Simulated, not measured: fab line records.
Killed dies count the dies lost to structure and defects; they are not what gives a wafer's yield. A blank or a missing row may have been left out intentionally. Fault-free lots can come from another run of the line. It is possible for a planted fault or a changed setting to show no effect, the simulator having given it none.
Struck lot and sound lot, side by side    flow n5 finfet    14 out of 1938 route steps
Sound: these wafers, L490.2, L490.4, L490.6. Struck: wafers L495.1, L495.2, L495.5. The cause comes at the end.
Order at every step that has rows: each side's tool, ch and its chambers, its first start. Under that, the readings that differ: sound wafers    struck wafers    difference of the means    sigmas: that difference in standard deviations of wafers without a fault.
alike: same words and numbers on both sides, and readings whose means sit less than 2 such deviations apart. not compared: any withheld reading, any reading some wafer has no value for, any bound like >300 that may hide the same value, and any number with overlapping values for which the record gives no deviation.
A row with sigmas, a row that says differs or no value, or rows on one side alone: a step with any of these is where the two part. When numbers do not overlap yet have no deviation, they are printed without sigmas and do not part them. A reading that every wafer of one side lacks parts them only if that side has two wafers or more.

first, 1 step without rows for these wafers: N5_WELL_APT_HARDBAKE_12 (time 120 s).
N5_WELL_APT_CD_MEAS_08 targets a cd of 200 nm.
  sound on cd sem-02 ch 0, day 1 14:01; struck on cd sem-02 ch 0, day 2 19:39
  alike: cd nm
N5_WELL_APT_OVL_MEAS_09:
  sound on overlay-02 ch 0, day 1 14:02; struck on overlay-01 ch 0, day 2 19:41
  alike: NWELL_OVL
N5_WELL_APT_INSPECT_10: inspects for defects (macro).
  sound: defect inspect-02 at day 1 14:04; struck: defect inspect-02 at day 2 19:42
  alike: raw defect count
N5_WELL_APT_DESCUM_13: chemistry O2, time 7.9 s.
  sound on rie diel-05 ch 2,3, day 1 14:11; struck on rie diel-03 ch 1,2, day 2 19:44
reading                 sound              struck             difference  sigmas
throttle valve pct (%)  20.94 20.91 20.94  20.51 20.30 20.51  -0.49       -2
  alike: drypump motor current A, oes product au, rf vpp V, showerhead plenum p Torr
  not compared: rf hours counter h
then, 7 steps without rows for these wafers: N5_WELL_APT_IMPLANT_14; N5_WELL_APT_IMPLANT_15; N5_WELL_APT_STRIP_16 (strips in SPM, time 900 s); N5_WELL_APT_HMDS_18 (time 60 s); N5_WELL_APT_COAT_19 (resist thk 950 nm); N5_WELL_APT_EBR_21; N5_WELL_APT_SOFTBAKE_20 (time 60 s).
N5_WELL_APT_EXPOSE_22: exposes mask PWELL, defocus 0 nm, target cd 200 nm.
  sound on krf scanner-01 ch 0, day 1 15:11; struck on krf scanner-01, day 2 20:46
  no value came back on the struck wafers for exposure dose mJ cm2, focus offset nm (nm); on the sound wafers exposure dose mJ cm2 reads 23.196 23.166 23.172
  alike: mask
then, 1 step without rows for these wafers: N5_WELL_APT_PEB_23 (peb time 90 s).

WHERE THEY PART
At N5_WELL_APT_DESCUM_13 first; at N5_WELL_APT_EXPOSE_22 last (within this record only).

WHY: the cause the simulator had injected
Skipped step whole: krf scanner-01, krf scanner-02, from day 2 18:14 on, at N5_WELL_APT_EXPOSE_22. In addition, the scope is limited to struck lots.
